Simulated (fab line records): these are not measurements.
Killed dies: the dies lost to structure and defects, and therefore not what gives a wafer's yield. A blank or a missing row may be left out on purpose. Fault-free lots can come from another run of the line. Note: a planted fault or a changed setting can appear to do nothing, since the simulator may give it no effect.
fab line records + flow n5-finfet
record:
- lots: 6
- wafers: 16
- last-day: 18
route steps=1938 shown PASSIVATION@1918
lots with no fault: from the same line, run without faults
start-h: hours from the record's first day to the start of the lot's first wafer shown + wait-h: hours since the lot's step before + " unchanged from the row above + L1.1+2: several wafers, shown together as one row + - no value present, or no start provided + * or withheld: withheld + < > ~ a bound
route shown NAME@n: a module of which the file shows steps, and the number in the route of the first + usual: mean/standard deviation of fault-free wafers + same: alike in all rows + chamber/n: place in a boat + sites: per-site readings + _std_site: how widely they spread, as a standard deviation + _edge_site: mean of outer sites minus mean of inner sites + radius-mm: how far each site lies from the wafer's centre + mask NAME#n: copy n + behind: the last tool/chamber to shape the wafer + hold: why the lot was held/for how many hours/how that ended + device: which transistor (n, p or np) failed to switch + end of line: the tests these same wafers got at the end of their route + a step without rows: its recipe alone + killed: count of dies lost to structure and defects at first sort (not the wafer's yield) + map: dies across one wafer; x = killed, . = not, _ = none there
set.NAME: the setting as run; set.NAME@STEP: as run at that earlier step + model.NAME: the simulator's own value behind a step, which no gauge read
lots at some steps of the route; a table a step, a row a wafer
services: a tool's chamber out of use, with start hour (start-h, from the record's first day; less than 0 if before it), hours out, and reason
== steps ==
step: N5_PASSIVATION_COAT_38
recipe:
- spin-rpm: 3000
- resist-thk-nm: withheld
step: N5_PASSIVATION_EBR_40
recipe:
- solvent: PGMEA
- ebr-width-mm: 1.5
step: N5_PASSIVATION_SOFTBAKE_39
recipe:
- temp-c: 110
- time-s: 120
step: N5_PASSIVATION_EXPOSE_41
recipe:
- mask-id: PASS_OPEN
- na: 0.55
- defocus-nm: 0
- source-shape: conventional
- sigma-outer: 0.8
- polarization: unpolarized
- target-cd-nm: 40000
- dose-mj: 57.25
step: N5_PASSIVATION_PEB_42
recipe:
- peb-temp-c: withheld
- peb-time-s: *
step: N5_PASSIVATION_DEVELOP_43
recipe:
- develop-time-s: 60
- rinse-liquid: diw
- dry: air-spin
- dev-temp-c: 21
step: N5_PASSIVATION_HARDBAKE_45
recipe:
- temp-c: 130
- time-s: 120
step: N5_PASSIVATION_CD_MEAS_44
recipe:
- target-cd-nm: 40000
- landing-energy-ev: 500
- detector: se-inlens
usual:
- cd-nm: 40003/4.5
| lot.wafer | tool      | chamber | start-h | wait-h | cd-nm |
|-----------|-----------|---------|---------|--------|-------|
| L241.2    | cd-sem-01 | 0       | 263.43  | -      | 40011 |
| L241.3    | "         | 0       | "       | "      | 40009 |
| L241.5    | "         | 0       | "       | "      | 40002 |
| L247.1    | cd-sem-02 | 0       | 312.40  | -      | 40004 |
| L247.5    | "         | 0       | "       | "      | 40007 |
| L247.6    | "         | 0       | "       | "      | 40008 |
| L255.1    | cd-sem-01 | 0       | 353.93  | -      | 39999 |
| L255.6    | "         | 0       | "       | "      | 40001 |
| L254.2    | cd-sem-03 | 0       | 358.09  | -      | 40004 |
| L254.6    | "         | 0       | "       | "      | 39996 |
| L261.2    | cd-sem-01 | 0       | 397.24  | -      | 40000 |
| L261.3    | "         | 0       | "       | "      | 39994 |
| L261.5    | "         | 0       | "       | "      | 39998 |
| L263.1    | cd-sem-03 | 0       | 429.11  | -      | 39998 |
| L263.3    | "         | 0       | "       | "      | 40007 |
| L263.4    | "         | 0       | "       | "      | 40009 |
step: N5_PASSIVATION_OVL_MEAS_66
recipe:
- points-per-wafer: 44
usual:
- PASS_OPEN_OVL: -3/5
| lot.wafer | tool       | chamber | start-h | wait-h | PASS_OPEN_OVL[nm] |
|-----------|------------|---------|---------|--------|-------------------|
| L241.2    | overlay-02 | 0       | 263.46  | 0.0    | 3                 |
| L241.3    | "          | 0       | "       | "      | -1                |
| L241.5    | "          | 0       | "       | "      | -5                |
| L247.1    | overlay-02 | 0       | 312.43  | 0.0    | 0                 |
| L247.5    | "          | 0       | "       | "      | 1                 |
| L247.6    | "          | 0       | "       | "      | 0                 |
| L255.1    | overlay-01 | 0       | 353.96  | 0.0    | -7                |
| L255.6    | "          | 0       | "       | "      | -4                |
| L254.2    | overlay-02 | 0       | 358.12  | 0.0    | -5                |
| L254.6    | "          | 0       | "       | "      | -2                |
| L261.2    | overlay-02 | 0       | 397.27  | 0.0    | -3                |
| L261.3    | "          | 0       | "       | "      | -5                |
| L261.5    | "          | 0       | "       | "      | 5                 |
| L263.1    | overlay-01 | 0       | 429.14  | 0.0    | -2                |
| L263.3    | "          | 0       | "       | "      | -4                |
| L263.4    | "          | 0       | "       | "      | -9                |
step: N5_PASSIVATION_INSPECT_67
recipe:
- mode: adi
- inspect-instrument: macro
usual:
- raw-defect-count: 2.1/1.4
| lot.wafer | tool              | chamber | start-h | wait-h | raw-defect-count |
|-----------|-------------------|---------|---------|--------|------------------|
| L241.2    | defect-inspect-01 | -       | 263.49  | 0.0    | 3                |
| L241.3    | "                 | -       | "       | "      | 3                |
| L241.5    | "                 | -       | "       | "      | 1                |
| L247.1    | defect-inspect-01 | -       | 312.45  | 0.0    | 0                |
| L247.5    | "                 | -       | "       | "      | 2                |
| L247.6    | "                 | -       | "       | "      | 0                |
| L255.1    | defect-inspect-01 | -       | 353.99  | 0.0    | 3                |
| L255.6    | "                 | -       | "       | "      | 2                |
| L254.2    | defect-inspect-01 | -       | 358.14  | 0.0    | 4                |
| L254.6    | "                 | -       | "       | "      | 0                |
| L261.2    | defect-inspect-01 | -       | 397.29  | 0.0    | 3                |
| L261.3    | "                 | -       | "       | "      | 5                |
| L261.5    | "                 | -       | "       | "      | 1                |
| L263.1    | defect-inspect-01 | -       | 429.17  | 0.0    | 1                |
| L263.3    | "                 | -       | "       | "      | 3                |
| L263.4    | "                 | -       | "       | "      | 3                |
step: N5_PASSIVATION_DESCUM_46
recipe:
- chemistry: O2
- time-s: 7.9
- source-power-w: 50
- bias-power-w: 20
- pressure-mtorr: 20
- rf-frequency-hz: 2.712e+07
- temp-c: 40
- o2-flow-sccm: 225
usual:
- drypump-motor-current-A: 5.4/0.46
- oes-product-au: 0.78/0.06
- rf-vpp-V: 243.8/1.2
- showerhead-plenum-p-Torr: 2.13/0.062
- throttle-valve-pct: 20.46/0.22
| lot.wafer | tool        | chamber | start-h | wait-h | drypump-motor-current-A | oes-product-au | rf-hours-counter-h | rf-vpp-V | showerhead-plenum-p-Torr | throttle-valve-pct |
|-----------|-------------|---------|---------|--------|-------------------------|----------------|--------------------|----------|--------------------------|--------------------|
| L241.2    | rie-diel-05 | 1       | 263.77  | 0.3    | 5.6                     | 0.74           | 168                | 243.5    | 2.22                     | 20.29              |
| L241.3    | "           | 2       | "       | "      | 5.2                     | 0.93           | 16                 | 243.8    | 2.14                     | 20.12              |
| L241.5    | "           | 2       | "       | "      | 5.2                     | 0.93           | -                  | 243.8    | 2.14                     | 20.11              |
| L247.1    | rie-diel-02 | 2       | 312.54  | 0.1    | 6.3                     | 0.80           | 96                 | 244.4    | 2.18                     | 20.26              |
| L247.5    | "           | 3       | "       | "      | 5.2                     | 0.72           | -                  | 242.9    | 2.10                     | 20.62              |
| L247.6    | "           | 0       | "       | "      | 4.8                     | 0.75           | -                  | 243.3    | 2.08                     | 20.44              |
| L255.1    | rie-diel-05 | 1       | 354.02  | 0.0    | 5.6                     | 0.72           | 196                | 245.2    | 2.21                     | 20.32              |
| L255.6    | "           | 0       | "       | "      | 5.4                     | 0.81           | -                  | 243.1    | 2.01                     | 20.55              |
| L254.2    | rie-diel-05 | 1       | 358.22  | 0.1    | 5.6                     | 0.72           | 197                | 245.7    | 2.21                     | 20.31              |
| L254.6    | "           | 3       | "       | "      | 5.1                     | 0.79           | -                  | 242.7    | 2.11                     | 20.70              |
| L261.2    | rie-diel-01 | 3       | 397.33  | 0.0    | 5.7                     | 0.70           | 199                | 244.0    | 2.08                     | 20.87              |
| L261.3    | "           | 0       | "       | "      | 6.0                     | 0.87           | 58                 | 245.2    | 2.19                     | 20.18              |
| L261.5    | "           | 2       | "       | "      | 5.2                     | 0.72           | -                  | 244.0    | 2.06                     | 20.03              |
| L263.1    | rie-diel-01 | 0       | 429.39  | 0.2    | 6.0                     | 0.86           | 68                 | 245.0    | 2.19                     | 20.19              |
| L263.3    | "           | 1       | "       | "      | 5.7                     | 0.76           | 113                | 244.3    | 2.19                     | 20.77              |
| L263.4    | "           | 1       | "       | "      | 5.7                     | 0.77           | -                  | 244.1    | 2.19                     | 20.78              |
step: N5_PASSIVATION_PASS_ETCH_47
recipe:
- chemistry: CF4/O2
- target: SiNx
- target-depth-a: 7700
- time-s: 385
- ion-energy-ev: 100
- pressure-mtorr: 40
- source-w: 535
- bias-w: 49
- Ar_flow_sccm: 100
- cf4-flow-sccm: 100
- O2_flow_sccm: 10
usual:
- bias-w: 48.98/0.16
- drypump-motor-current-A: 5.4/0.46
- mfc-ar-sccm: 100.0/0.32
- oes-product-au: 0.78/0.056
- rf-vpp-V: 243/4.7
- showerhead-plenum-p-Torr: 2.24/0.058
- throttle-valve-pct: 15.88/0.23
| lot.wafer | tool        | chamber | start-h | wait-h | bias-w | drypump-motor-current-A | mfc-ar-sccm | oes-product-au | rf-hours-counter-h | rf-vpp-V | showerhead-plenum-p-Torr | throttle-valve-pct |
|-----------|-------------|---------|---------|--------|--------|-------------------------|-------------|----------------|--------------------|----------|--------------------------|--------------------|
| L241.2    | rie-diel-05 | 1       | 263.81  | 0.0    | 48.89  | 5.6                     | 100.4       | 0.75           | 168                | 250      | 2.28                     | 15.55              |
| L241.3    | "           | 2       | "       | "      | 48.99  | 5.2                     | 100.5       | 0.93           | 16                 | 241      | 2.24                     | 15.44              |
| L241.5    | "           | 2       | "       | "      | 48.73  | 5.2                     | 100.9       | 0.93           | -                  | 242      | 2.24                     | 15.44              |
| L247.1    | rie-diel-02 | 2       | 312.57  | 0.0    | 48.96  | 6.3                     | 99.8        | 0.80           | 96                 | 237      | 2.31                     | 15.85              |
| L247.5    | "           | 3       | "       | "      | 49.03  | 5.2                     | 100.2       | 0.73           | -                  | 241      | 2.20                     | 16.05              |
| L247.6    | "           | 0       | "       | "      | 48.90  | 4.9                     | 99.2        | 0.73           | -                  | 248      | 2.18                     | 15.84              |
| L255.1    | rie-diel-05 | 1       | 354.06  | 0.0    | 48.83  | 5.6                     | 99.7        | 0.72           | 196                | 251      | 2.27                     | 15.61              |
| L255.6    | "           | 0       | "       | "      | 49.06  | 5.4                     | 100.5       | 0.81           | -                  | 234      | 2.13                     | 16.01              |
| L254.2    | rie-diel-05 | 1       | 358.26  | 0.0    | 49.30  | 5.6                     | 100.2       | 0.72           | 197                | 250      | 2.27                     | 15.61              |
| L254.6    | "           | 3       | "       | "      | 48.93  | 5.1                     | 99.7        | 0.77           | -                  | 247      | 2.21                     | 16.04              |
| L261.2    | rie-diel-01 | 3       | 397.36  | 0.0    | 49.04  | 5.7                     | 100.3       | 0.70           | 199                | 238      | 2.21                     | 16.41              |
| L261.3    | "           | 0       | "       | "      | 48.78  | 6.0                     | 99.6        | 0.86           | 58                 | 250      | 2.30                     | 15.67              |
| L261.5    | "           | 2       | "       | "      | 49.09  | 5.2                     | 100.4       | 0.72           | -                  | 248      | 2.19                     | 15.65              |
| L263.1    | rie-diel-01 | 0       | 429.43  | 0.0    | 48.87  | 6.1                     | 100.1       | 0.86           | 68                 | 249      | 2.29                     | 15.67              |
| L263.3    | "           | 1       | "       | "      | 48.98  | 5.7                     | 100.0       | 0.77           | 113                | 247      | 2.31                     | 16.18              |
| L263.4    | "           | 1       | "       | "      | 48.95  | 5.7                     | 100.4       | 0.76           | -                  | 247      | 2.31                     | 16.20              |
step: N5_PASSIVATION_ETCH_54
recipe:
- chemistry: CHF3/O2
- target: SiO2
- target-depth-a: 8800
- CHF3_flow_sccm: 50
- O2_flow_sccm: 5
- Ar_flow_sccm: 200
- time-s: 440
- mask-material: PR
- pressure-mtorr: 30
- source-w: 650
- bias-w: 170
- ion-energy-ev: 200
usual:
- bias-w: 170.0/0.55
- drypump-motor-current-A: 5.4/0.46
- mfc-ar-sccm: 200.0/0.66
- oes-product-au: 0.77/0.056
- rf-vpp-V: 529/10
- showerhead-plenum-p-Torr: 2.45/0.074
- throttle-valve-pct: 18.82/0.23
| lot.wafer | tool        | chamber | start-h | wait-h | bias-w | drypump-motor-current-A | mfc-ar-sccm | oes-product-au | rf-hours-counter-h | rf-vpp-V | showerhead-plenum-p-Torr | throttle-valve-pct | model.PASSIVATION.feature-depth-nm | model.etch.depth-nm |
|-----------|-------------|---------|---------|--------|--------|-------------------------|-------------|----------------|--------------------|----------|--------------------------|--------------------|------------------------------------|---------------------|
| L241.2    | rie-diel-05 | 1       | 264.04  | 0.1    | 170.6  | 5.6                     | 200.4       | 0.74           | 168                | 545      | 2.51                     | 18.49              | 898.8                              | 898.8               |
| L241.3    | "           | 2       | "       | "      | 171.3  | 5.1                     | 200.5       | 0.93           | 17                 | 529      | 2.45                     | 18.40              | 883.6                              | 883.7               |
| L241.5    | "           | 2       | "       | "      | 169.7  | 5.2                     | 199.9       | 0.93           | -                  | 527      | 2.45                     | 18.38              | 879.2                              | 879.1               |
| L247.1    | rie-diel-02 | 2       | 312.80  | 0.1    | 170.7  | 6.3                     | 200.6       | 0.79           | 96                 | 515      | 2.55                     | 18.91              | 871                                | 870.9               |
| L247.5    | "           | 3       | "       | "      | 170.4  | 5.2                     | 200.4       | 0.73           | -                  | 524      | 2.40                     | 18.93              | 901.2                              | 901.1               |
| L247.6    | "           | 0       | "       | "      | 169.8  | 4.8                     | 201.0       | 0.73           | -                  | 540      | 2.36                     | 18.63              | 888.2                              | 888.3               |
| L255.1    | rie-diel-05 | 1       | 354.29  | 0.1    | 170.5  | 5.6                     | 199.8       | 0.72           | 196                | 545      | 2.50                     | 18.55              | 1196                               | 1196                |
| L255.6    | "           | 0       | "       | "      | 169.4  | 5.4                     | 199.9       | 0.80           | -                  | 516      | 2.33                     | 19.01              | 1203                               | 1203                |
| L254.2    | rie-diel-05 | 1       | 358.48  | 0.1    | 170.3  | 5.6                     | 200.4       | 0.72           | 197                | 545      | 2.50                     | 18.55              | 883.8                              | 883.8               |
| L254.6    | "           | 3       | "       | "      | 169.6  | 5.1                     | 200.3       | 0.78           | -                  | 536      | 2.40                     | 18.91              | 1190                               | 1190                |
| L261.2    | rie-diel-01 | 3       | 397.59  | 0.1    | 170.3  | 5.7                     | 200.1       | 0.71           | 199                | 518      | 2.40                     | 19.28              | 860                                | 859.9               |
| L261.3    | "           | 0       | "       | "      | 169.8  | 6.0                     | 201.0       | 0.85           | 59                 | 544      | 2.53                     | 18.67              | 894                                | 894.1               |
| L261.5    | "           | 2       | "       | "      | 169.9  | 5.2                     | 200.9       | 0.73           | -                  | 531      | 2.39                     | 18.50              | 846                                | 846                 |
| L263.1    | rie-diel-01 | 0       | 429.65  | 0.1    | 169.6  | 6.0                     | 200.6       | 0.85           | 69                 | 545      | 2.52                     | 18.67              | 907.8                              | 907.8               |
| L263.3    | "           | 1       | "       | "      | 169.5  | 5.7                     | 200.4       | 0.77           | 113                | 538      | 2.52                     | 19.17              | 849.4                              | 849.3               |
| L263.4    | "           | 1       | "       | "      | 170.3  | 5.7                     | 201.1       | 0.77           | -                  | 538      | 2.52                     | 19.16              | 848.2                              | 848.1               |
step: N5_PASSIVATION_STRIP_48
recipe:
- chemistry: O2
- power-w: 600
- temp-c: 60
- pressure-mtorr: 30
- rf-frequency-hz: 6e+07
- bias-power-w: 0
- overash-fraction: 0.5
- o2-flow-sccm: 225
usual:
- drypump-motor-current-A: 5.4/0.46
- oes-product-au: 0.77/0.062
- rf-vpp-V: 3.6/2.4
- showerhead-plenum-p-Torr: 2.14/0.061
- throttle-valve-pct: 16.71/0.21
| lot.wafer | tool        | chamber | start-h | wait-h | drypump-motor-current-A | oes-product-au | rf-hours-counter-h | rf-vpp-V | showerhead-plenum-p-Torr | throttle-valve-pct |
|-----------|-------------|---------|---------|--------|-------------------------|----------------|--------------------|----------|--------------------------|--------------------|
| L241.2    | rie-diel-05 | 1       | 264.33  | 0.1    | 5.6                     | 0.73           | 168                | 1.0      | 2.22                     | 16.46              |
| L241.3    | "           | 2       | "       | "      | 5.1                     | 0.91           | 17                 | 1.8      | 2.15                     | 16.34              |
| L241.5    | "           | 2       | "       | "      | 5.1                     | 0.92           | -                  | 3.6      | 2.15                     | 16.32              |
| L247.1    | rie-diel-02 | 2       | 313.09  | 0.1    | 6.4                     | 0.84           | 96                 | 2.7      | 2.18                     | 16.57              |
| L247.5    | "           | 3       | "       | "      | 5.2                     | 0.69           | -                  | 3.8      | 2.10                     | 16.87              |
| L247.6    | "           | 0       | "       | "      | 4.8                     | 0.73           | -                  | 1.9      | 2.08                     | 16.69              |
| L255.1    | rie-diel-05 | 1       | 354.57  | 0.1    | 5.6                     | 0.72           | 197                | 2.5      | 2.21                     | 16.65              |
| L255.6    | "           | 0       | "       | "      | 5.4                     | 0.80           | -                  | 3.7      | 2.01                     | 16.79              |
| L254.2    | rie-diel-05 | 1       | 358.77  | 0.1    | 5.6                     | 0.71           | 197                | 0        | 2.21                     | 16.61              |
| L254.6    | "           | 3       | "       | "      | 5.1                     | 0.77           | -                  | 2.8      | 2.11                     | 16.98              |
| L261.2    | rie-diel-01 | 3       | 397.88  | 0.1    | 5.7                     | 0.70           | 199                | 4.0      | 2.08                     | 17.14              |
| L261.3    | "           | 0       | "       | "      | 6.0                     | 0.88           | 59                 | 5.0      | 2.19                     | 16.50              |
| L261.5    | "           | 2       | "       | "      | 5.1                     | 0.74           | -                  | 6.8      | 2.07                     | 16.43              |
| L263.1    | rie-diel-01 | 0       | 429.94  | 0.1    | 6.1                     | 0.87           | 69                 | 4.6      | 2.19                     | 16.47              |
| L263.3    | "           | 1       | "       | "      | 5.7                     | 0.77           | 113                | 1.3      | 2.19                     | 17.01              |
| L263.4    | "           | 1       | "       | "      | 5.7                     | 0.76           | -                  | 1.8      | 2.19                     | 16.97              |
step: N5_PASSIVATION_PROBE_49
usual:
- defect-limited-yield: 90.9/1.6
- killed_at_M0_to_M3: 34/10
- killed_at_M4_up: 13/5.4
- killed-at-contacts: 13/6
- killed-at-front-end: 42/13
- killed-at-other: 4/3.2
- killed-dies: 107/18
- killed-open: 69/14
- killed-short: 35/7.7
- sort_bin_5_function: 5.3/1
- sort_bin_6_memory: 3.3/0.75
- sort-n-pass: 1073/19
- sort-yield-pct: 90.9/1.6
same:
- gross-dies: 1180
- killed-at-back-side: 0
- sort_bin_4_leakage[%]: 0
- sort_bin_8_speed[%]: 0
| lot.wafer | tool      | chamber | start-h | wait-h | defect-limited-yield[%] | killed_at_M0_to_M3 | killed_at_M4_up | killed-at-contacts | killed-at-front-end | killed-at-other | killed-dies | killed-open | killed-short | sort_bin_5_function[%] | sort_bin_6_memory[%] | sort-n-pass | sort-yield-pct[%] |
|-----------|-----------|---------|---------|--------|-------------------------|--------------------|-----------------|--------------------|---------------------|-----------------|-------------|-------------|--------------|------------------------|----------------------|-------------|-------------------|
| L241.2    | prober-02 | -       | 266.89  | 0.1    | 90.1                    | 24                 | 26              | 30                 | 35                  | 2               | 117         | 81          | 32           | 5.6                    | 3.7                  | 1063        | 90.1              |
| L241.3    | prober-02 | -       | 266.94  | 0.1    | 91.4                    | 26                 | 14              | 25                 | 37                  | 0               | 102         | 71          | 29           | 5.1                    | 3.5                  | 1078        | 91.4              |
| L241.5    | prober-02 | -       | 267.04  | 0.2    | 88.5                    | 30                 | 20              | 16                 | 63                  | 7               | 136         | 79          | 45           | 7.4                    | 3.8                  | 1044        | 88.5              |
killed by level:class
L241.2 MOL_CONTACT_COAG:geometric-particle:open=25 BEOL_M4:geometric-particle:open=10 FIN_SAQP:geometric-particle:open=9 BEOL_M0_SAQP:geometric-particle:open=9 STI_FIN_REVEAL:geometric-particle:open=7 BEOL_M0_SAQP:geometric-particle:short=7 MOL_CONTACT_COAG:geometric-particle:short=4 STARTING-WAFER:geometric-particle:open=4
L241.3 MOL_CONTACT_COAG:geometric-particle:open=20 STI_FIN_REVEAL:geometric-particle:open=11 BEOL_M0_SAQP:geometric-particle:open=9 BEOL_M0_SAQP:geometric-particle:short=8 FIN_SAQP:geometric-particle:open=5 GATE_CUT:geometric-particle:short=5 GATE_CUT:geometric-particle:open=5 MOL_CONTACT_COAG:geometric-particle:short=4
L241.5 STI_FIN_REVEAL:geometric-particle:open=20 FIN_SAQP:geometric-particle:short=14 MOL_CONTACT_COAG:geometric-particle:open=14 FIN_SAQP:geometric-particle:open=11 BEOL_M0_SAQP:geometric-particle:short=11 BEOL_M4:geometric-particle:open=10 BEOL_M0_SAQP:geometric-particle:open=7 PASSIVATION:area-etch=6
== services ==
| tool        | chamber | start-h | hours | kind   |
|-------------|---------|---------|-------|--------|
| rie-diel-05 | 3       | 264.39  | 4.8   | repair |
| rie-diel-05 | -       | 272.79  | 2.8   | pm     |
| rie-diel-01 | 1       | 293.56  | 7.0   | repair |
| rie-diel-05 | 0       | 301.41  | 5.1   | repair |
| rie-diel-02 | 2       | 322.94  | 2.0   | repair |
| rie-diel-05 | 0       | 366.04  | 5.1   | repair |
| rie-diel-01 | -       | 373.38  | 0.9   | repair |
== key ==
first-sign none at tools or gauges
model-effect:
- step: N5_PASSIVATION_ETCH_54
- value: PASSIVATION.feature-depth-nm
- without: 886.1
- struck: 1196
met-at N5_PASSIVATION_ETCH_54
struck-wafers L254.6,L255.1,L255.6
baseline-loss:
- step: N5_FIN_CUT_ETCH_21
- wafers: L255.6
onset-between 264.04 354.29
earlier-fault:
- kind: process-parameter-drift
- tool: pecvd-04
- chamber: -
- onset-h: 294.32
- steps: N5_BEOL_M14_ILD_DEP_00
- channel: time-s
- offset: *
- shape: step
- end-h: 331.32
- scope: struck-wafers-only
- acts-in: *
- stated: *
fault:
- kind: process-parameter-drift
- tool: rie-diel-05
- chamber: -
- onset-h: 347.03
- steps: N5_PASSIVATION_ETCH_54
- channel: time-s
- offset: *
- shape: step
- end-h: 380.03
- scope: struck-wafers-only
- acts-in: *
- stated: *
baseline-loss: these wafers lose ten dies or more at that step, a loss of the line's own and not of a fault; the sort's usual values leave them out
